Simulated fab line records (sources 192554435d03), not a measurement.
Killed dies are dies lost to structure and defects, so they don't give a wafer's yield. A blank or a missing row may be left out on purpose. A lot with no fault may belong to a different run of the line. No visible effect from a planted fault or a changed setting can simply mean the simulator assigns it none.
fab line records	flow n5-finfet
record lots=10	wafers=29	last-day=20
route steps=1938 shown BEOL_M13@1674 PASSIVATION@1936
lots that met no fault: taken from a fault-free run of the same line
start-h: hours from the record's first day to the start of the lot's first wafer shown	wait-h: time in hours since the lot's previous step	" as in the row above	L1.1+2: several wafers, shown together as one row	- no value, or no start given	* or withheld: withheld	< > ~ a bound
route shown NAME@n: a module of which the file shows steps, and the number in the route of the first	usual: the fault-free wafers' mean and standard deviation	same: alike in all rows	chamber/n: place in a boat	sites: per-site readings	_std_site: standard deviation across them	_edge_site: inner sites' mean taken away from outer sites' mean	radius-mm: for every site, how far away it sits from the centre of the wafer	mask NAME#n: copy n	behind: the most recent tool/chamber to have shaped the wafer	hold: why the lot went on hold/how many hours it stayed there/how the hold came to an end	device: the transistor (n, p or np) that didn't switch	end of line: tests of these same wafers at the route's end	where a step has no rows: the recipe by itself	killed: dies lost to structure and defects at the first sort, not the wafer's yield	map: a wafer's dies, marking killed ones x, the rest . and places with no die _
set.NAME: the setting the step ran with; set.NAME@STEP: the setting that earlier step ran with	model.NAME: the simulator's own value behind a step, which no gauge read
route steps across a sampled set of lots; one table per step, one row per wafer
services: when a tool's chamber went out of use (start-h, in hours from the record's first day, below 0 if earlier), for how many hours, and the reason
## steps
# step N5_BEOL_M13_VIA_ETCH_16
# recipe chemistry=C4F8/O2/Ar	target=SiOC	pressure-mtorr=30	source-w=3000	bias-w=700	Ar_flow_sccm=400	C4F8_flow_sccm=15	O2_flow_sccm=8	he-inner-torr=15	he-outer-torr=30	target-depth-a=9217	time-s=withheld	ion-energy-ev=250	ends=cleared
# usual bias-w=700.2/1.9	drypump-motor-current-A=5.7/0.41	oes-product-au=0.74/0.076	rf-fwd-power-W=2992/9.9	rf-vpp-V=664.3/2.8	showerhead-plenum-p-Torr=3.38/0.086	throttle-valve-pct=24.25/0.21
lot.wafer	tool	chamber	start-h	wait-h	bias-w	drypump-motor-current-A	oes-product-au	rf-fwd-power-W	rf-vpp-V	showerhead-plenum-p-Torr	throttle-valve-pct
L424.3	rie-diel-04	3	278.43	0.0	698.3	5.8	0.63	2993	663.5	3.39	24.68
L424.4	"	3	"	"	697.1	5.8	0.63	2993	665.2	3.39	24.69
L424.5	"	1	"	"	697.9	5.7	0.74	3012	663.5	3.31	24.24
L426.1	rie-diel-01	3	302.45	0.0	700.6	6.3	0.77	2997	662.7	3.36	24.43
L426.3	"	1	"	"	701.6	6.1	0.62	2994	668.6	3.47	24.00
L426.5	"	2	"	"	700.1	5.1	0.74	2997	666.6	3.44	23.97
L428.2	rie-diel-01	3	306.83	0.0	698.7	6.3	0.77	2979	663.7	3.36	24.43
L428.4	"	2	"	"	699.1	5.1	0.74	3004	665.3	3.44	23.98
L428.6	"	2	"	"	698.7	5.1	0.74	2986	668.2	3.44	23.98
L423.1	rie-diel-05	2	319.12	0.0	697.8	5.5	0.66	3006	660.6	3.30	24.41
L423.4	"	0	"	"	702.3	4.7	0.61	2981	667.7	3.49	24.35
L423.5	"	3	"	"	702.2	5.0	0.73	2994	662.2	3.33	24.23
L429.2	rie-diel-01	3	319.77	0.0	697.5	6.4	0.75	2992	662.4	3.36	24.43
L429.3	"	2	"	"	699.2	5.1	0.73	2985	667.4	3.44	23.99
L429.5	"	1	"	"	698.3	6.2	0.61	2981	667.9	3.47	24.02
L430.1	rie-diel-05	1	338.45	0.0	700.6	5.9	0.74	3007	670.8	3.58	24.53
L430.4	"	0	"	"	698.8	4.8	0.61	2995	667.5	3.49	24.38
L430.6	"	0	"	"	698.7	4.7	0.61	2993	667.7	3.49	24.37
L432.2	rie-diel-04	3	357.32	0.0	699.4	5.9	0.86	2989	663.4	3.39	24.41
L432.4	"	0	"	"	696.2	5.8	0.81	2995	664.2	3.35	24.16
L443.1	rie-diel-05	2	425.80	0.0	700.2	5.6	0.64	2994	660.5	3.28	24.44
L443.2	"	1	"	"	704.7	5.9	0.72	3021	669.9	3.57	24.56
L443.3	"	3	"	"	701.8	5.0	0.70	2974	661.4	3.32	24.26
L444.1	rie-diel-04	2	427.48	0.0	700.8	5.5	0.65	2976	660.6	3.27	24.15
L444.2	"	3	"	"	701.0	5.8	0.80	2979	664.4	3.37	24.46
L444.4	"	1	"	"	698.3	5.7	0.69	2992	661.9	3.28	24.30
L445.3	rie-diel-01	1	449.37	0.0	705.5	6.2	0.82	2996	666.3	3.45	23.71
L445.5	"	1	"	"	702.1	6.2	0.82	2993	667.2	3.45	23.72
L445.6	"	0	"	"	700.6	6.2	0.74	3000	666.4	3.47	24.47
# step N5_BEOL_M13_ETCH_67
# recipe chemistry=CF4	target=SiARC	target-depth-a=1430	time-s=238.3	ion-energy-ev=80	pressure-mtorr=40	source-w=545	bias-w=36	Ar_flow_sccm=100	cf4-flow-sccm=100	ends=cleared
# usual bias-w=36.01/0.099	drypump-motor-current-A=5.7/0.43	etch-rf-on-time-s=235/5.9	oes-product-au=0.70/0.075	rf-fwd-power-W=542.9/1.6	rf-vpp-V=183.9/1.1	showerhead-plenum-p-Torr=2.12/0.059	throttle-valve-pct=15.64/0.15
lot.wafer	tool	chamber	start-h	wait-h	bias-w	drypump-motor-current-A	etch-rf-on-time-s	oes-product-au	rf-fwd-power-W	rf-hours-counter-h	rf-vpp-V	showerhead-plenum-p-Torr	throttle-valve-pct
L424.3	rie-diel-04	2	279.45	0.0	35.94	5.5	237	0.65	542.1	161	182.7	2.06	15.55
L424.4	"	1	"	"	36.08	5.7	237	0.69	546.5	-	183.6	2.07	15.59
L424.5	"	3	"	"	35.98	5.9	237	0.60	542.7	-	182.3	2.13	16.13
L426.1	rie-diel-04	2	303.46	0.0	35.88	5.5	237	0.63	543.3	170	182.4	2.05	15.58
L426.3	"	0	"	"	36.09	5.8	239	0.81	543.6	2	183.3	2.11	15.51
L426.5	"	2	"	"	36.13	5.5	236	0.64	542.4	-	184.0	2.05	15.58
L428.2	rie-diel-01	3	307.74	0.0	36.06	6.4	238	0.73	543.2	67	183.1	2.10	15.67
L428.4	"	2	"	"	36.03	5.1	230	0.71	540.7	78	184.0	2.18	15.53
L428.6	"	0	"	"	36.13	6.1	229	0.77	542.2	-	183.9	2.20	15.73
L423.1	rie-diel-05	3	320.02	0.0	36.03	5.0	233	0.71	542.2	79	184.5	2.09	15.53
L423.4	"	2	"	"	36.04	5.5	229	0.63	544.0	183	183.8	2.06	15.75
L423.5	"	0	"	"	36.07	4.7	236	0.59	540.3	-	184.3	2.20	15.91
L429.2	rie-diel-04	0	320.79	0.0	41.14	5.8	230	0.80	546.5	10	199.6	2.11	15.50
L429.3	"	2	"	"	41.05	5.5	227	0.65	543.4	178	199.4	2.05	15.59
L429.5	"	0	"	"	41.03	5.8	229	0.81	545.2	-	200.3	2.11	15.52
L430.1	rie-diel-04	1	339.57	0.0	41.00	5.7	232	0.68	545.0	112	200.5	2.07	15.67
L430.4	"	2	"	"	40.89	5.5	234	0.64	542.9	182	199.0	2.05	15.60
L430.6	"	2	"	"	40.98	5.5	229	0.64	543.1	-	198.3	2.05	15.59
L432.2	rie-diel-01	2	358.22	0.0	35.92	5.1	233	0.69	543.5	96	184.5	2.17	15.54
L432.4	"	2	"	"	36.09	5.1	232	0.68	543.7	-	185.0	2.17	15.55
L443.1	rie-diel-04	1	426.88	0.0	36.02	5.7	240	0.66	543.1	141	182.3	2.06	15.71
L443.2	"	3	"	"	36.11	5.9	229	0.78	543.8	33	183.9	2.11	15.73
L443.3	"	2	"	"	35.98	5.5	240	0.61	543.2	205	181.3	2.04	15.65
L444.1	rie-diel-04	2	428.37	0.0	36.12	5.5	237	0.61	546.0	206	182.7	2.04	15.65
L444.2	"	3	"	"	36.10	5.9	226	0.78	540.4	33	181.8	2.11	15.72
L444.4	"	1	"	"	35.84	5.7	237	0.66	544.8	141	182.6	2.06	15.71
L445.3	rie-diel-01	3	450.43	0.0	36.00	6.3	239	0.68	542.4	112	184.0	2.08	15.76
L445.5	"	0	"	"	35.87	6.1	234	0.70	543.6	-	184.0	2.18	15.82
L445.6	"	3	"	"	35.92	6.3	239	0.68	539.7	-	183.2	2.08	15.75
# step N5_BEOL_M13_SPUTTER_44
# recipe material=Ta	target-thk-a=100	temp-c=50	bias-v=80	power-w=15000	chamber-pressure-pa=0.07	time-s=16.13
# usual susceptor-temp-C=49.98/0.11	throttle-valve-pct=29.8/1
lot.wafer	tool	chamber	start-h	wait-h	susceptor-temp-C	throttle-valve-pct
L424.3	pvd-sputter-03	-	284.13	0.0	50.12	30.0
L424.4	"	-	"	"	50.02	29.8
L424.5	"	-	"	"	50.09	31.2
L426.1	pvd-sputter-01	-	304.78	0.0	50.00	28.7
L426.3	"	-	"	"	49.94	31.3
L426.5	"	-	"	"	50.10	29.1
L428.2	pvd-sputter-03	-	313.18	0.0	50.12	31.4
L428.4	"	-	"	"	49.88	29.8
L428.6	"	-	"	"	49.86	29.3
L423.1	pvd-sputter-01	-	325.70	0.0	50.08	28.8
L423.4	"	-	"	"	50.00	30.0
L423.5	"	-	"	"	49.71	31.4
L429.2	pvd-sputter-01	-	328.20	0.0	49.98	28.6
L429.3	"	-	"	"	50.16	28.4
L429.5	"	-	"	"	50.02	28.7
L430.1	pvd-sputter-01	-	344.31	0.0	50.17	30.1
L430.4	"	-	"	"	50.05	28.6
L430.6	"	-	"	"	49.87	30.0
L432.2	pvd-sputter-01	-	361.15	0.0	49.98	31.6
L432.4	"	-	"	"	50.04	30.1
L443.1	pvd-sputter-01	-	431.27	0.0	50.01	28.6
L443.2	"	-	"	"	49.99	29.9
L443.3	"	-	"	"	50.08	31.4
L444.1	pvd-sputter-03	-	431.72	0.0	50.08	31.3
L444.2	"	-	"	"	50.05	29.2
L444.4	"	-	"	"	49.92	29.9
L445.3	pvd-sputter-01	-	451.86	0.0	49.99	31.5
L445.5	"	-	"	"	50.20	28.7
L445.6	"	-	"	"	49.99	28.8
# step N5_BEOL_M13_ANNEAL_48
# recipe temp-c=225	time-s=90	ambient=N2
# usual wafer_temp_C_max=225.83/0.22
lot.wafer	tool	chamber	start-h	wait-h	wafer_temp_C_max
L424.3	rtp-anneal-01	0	284.83	0.4	225.73
L424.4	"	0	"	"	226.03
L424.5	"	0	"	"	225.72
L426.1	rtp-anneal-01	0	305.14	0.1	226.26
L426.3	"	0	"	"	225.74
L426.5	"	0	"	"	225.75
L428.2	rtp-anneal-02	0	313.79	0.4	225.64
L428.4	"	0	"	"	225.73
L428.6	"	0	"	"	225.37
L423.1	rtp-anneal-01	0	326.06	0.1	225.86
L423.4	"	0	"	"	225.63
L423.5	"	0	"	"	225.92
L429.2	rtp-anneal-01	0	328.61	0.2	225.73
L429.3	"	0	"	"	225.65
L429.5	"	0	"	"	225.74
L430.1	rtp-anneal-02	0	345.38	0.8	225.44
L430.4	"	0	"	"	225.67
L430.6	"	0	"	"	225.47
L432.2	rtp-anneal-02	0	361.56	0.2	226.10
L432.4	"	0	"	"	225.62
L443.1	rtp-anneal-02	0	431.76	0.2	225.87
L443.2	"	0	"	"	225.70
L443.3	"	0	"	"	226.00
L444.1	rtp-anneal-01	0	432.08	0.1	226.30
L444.2	"	0	"	"	226.22
L444.4	"	0	"	"	226.22
L445.3	rtp-anneal-01	0	452.37	0.2	225.91
L445.5	"	0	"	"	226.02
L445.6	"	0	"	"	226.15
# step N5_PASSIVATION_PROBE_49
# usual defect-limited-yield=91.4/1.2	killed_at_M0_to_M3=35/11	killed_at_M4_up=14/6	killed-at-contacts=12/6.7	killed-at-front-end=37/9.7	killed-at-other=3.5/2.5	killed-dies=102/15	killed-open=67/12	killed-short=33/7.3	sort_bin_5_function=5.1/0.81	sort_bin_6_memory=3.2/0.65	sort-n-pass=1078/15	sort-yield-pct=91.4/1.2
# same gross-dies=1180	killed-at-back-side=0	sort_bin_4_leakage[%]=0	sort_bin_8_speed[%]=0
lot.wafer	tool	chamber	start-h	wait-h	defect-limited-yield[%]	killed_at_M0_to_M3	killed_at_M4_up	killed-at-contacts	killed-at-front-end	killed-at-other	killed-dies	killed-open	killed-short	sort_bin_5_function[%]	sort_bin_6_memory[%]	sort-n-pass	sort-yield-pct[%]
L430.1	prober-01	-	372.77	0.0	93.4	16	12	2	46	2	78	50	27	4.0	2.3	1102	93.4
L430.4	prober-01	-	372.92	0.2	91.3	36	17	15	35	0	103	70	33	5.8	2.6	1077	91.3
L430.6	prober-01	-	373.02	0.3	92.2	36	16	12	24	4	92	57	34	4.4	2.9	1088	92.2
# killed by level:class
L430.1 STI_FIN_REVEAL:geometric-particle:open=11 FIN_SAQP:geometric-particle:short=8 FIN_SAQP:geometric-particle:open=5 DUMMY_GATE:geometric-particle:open=5 ILD0:geometric-particle:open=5 BEOL_M1:geometric-particle:open=5 BEOL_M4:geometric-particle:open=4 STI_FIN_REVEAL:geometric-particle:short=3
L430.4 MOL_CONTACT_COAG:geometric-particle:open=14 BEOL_M0_SAQP:geometric-particle:open=13 BEOL_M4:geometric-particle:open=9 FIN_SAQP:geometric-particle:short=7 BEOL_M0_SAQP:geometric-particle:short=6 FIN_SAQP:geometric-particle:open=5 DUMMY_GATE:geometric-particle:open=5 BEOL_M3:geometric-particle:open=4
L430.6 MOL_CONTACT_COAG:geometric-particle:open=10 BEOL_M0_SAQP:geometric-particle:short=10 BEOL_M0_SAQP:geometric-particle:open=6 BEOL_M8:geometric-particle:open=5 STI_FIN_REVEAL:geometric-particle:open=4 BEOL_M0:geometric-particle:open=4 BEOL_M2:geometric-particle:open=4 FIN_SAQP:geometric-particle:short=3
## services
tool	chamber	start-h	hours	kind
rie-diel-04	0	277.96	-	clean
rie-diel-04	0	277.96	-	consumable-replace:focus-ring
rie-diel-04	0	277.96	19.5	scheduled-down
rie-diel-04	0	277.96	19.5	vent-cycle
rie-diel-04	3	297.44	-	clean
rie-diel-04	3	297.44	-	consumable-replace:focus-ring
rie-diel-04	3	297.44	27.5	scheduled-down
rie-diel-04	3	297.44	27.5	vent-cycle
rie-diel-01	0	301.70	3.2	repair
rie-diel-01	1	338.42	-	clean
rie-diel-01	1	338.42	-	consumable-replace:focus-ring
rie-diel-01	1	338.42	24.1	scheduled-down
rie-diel-01	1	338.42	24.1	vent-cycle
rie-diel-05	0	365.49	-	clean
rie-diel-05	0	365.49	-	consumable-replace:focus-ring
pvd-sputter-01	-	376.86	2.8	repair
rie-diel-01	0	378.42	9.6	repair
rie-diel-05	3	378.97	14.3	repair
rie-diel-05	0	379.15	1.6	repair
rie-diel-04	0	399.11	26.0	repair
rie-diel-04	2	402.36	8.4	repair
rie-diel-05	3	430.73	9.2	repair
pvd-sputter-03	-	434.03	2.5	repair
rie-diel-05	0	449.83	7.7	repair
## key
first-sign step=N5_BEOL_M13_ETCH_67	reading=bias-w	direction=up	sigmas=51	usual=*	struck=*
effect step=N5_BEOL_M13_ETCH_67	reading=rf-vpp-V	direction=up	sigmas=14	usual=183.9	struck=199.5
met-at N5_BEOL_M13_ETCH_67
struck-lots L429,L430
not-acting-at N5_BEOL_M13_VIA_ETCH_16,N5_BEOL_M13_SPUTTER_44,N5_BEOL_M13_ANNEAL_48
onset-between 303.46 320.79
fault kind=process-parameter-drift	tool=rie-diel-04	chamber=-	onset-h=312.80	steps=N5_BEOL_M13_ETCH_67	channel=bias-w	offset=*	shape=step	end-h=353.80	acts-in=*	stated=*
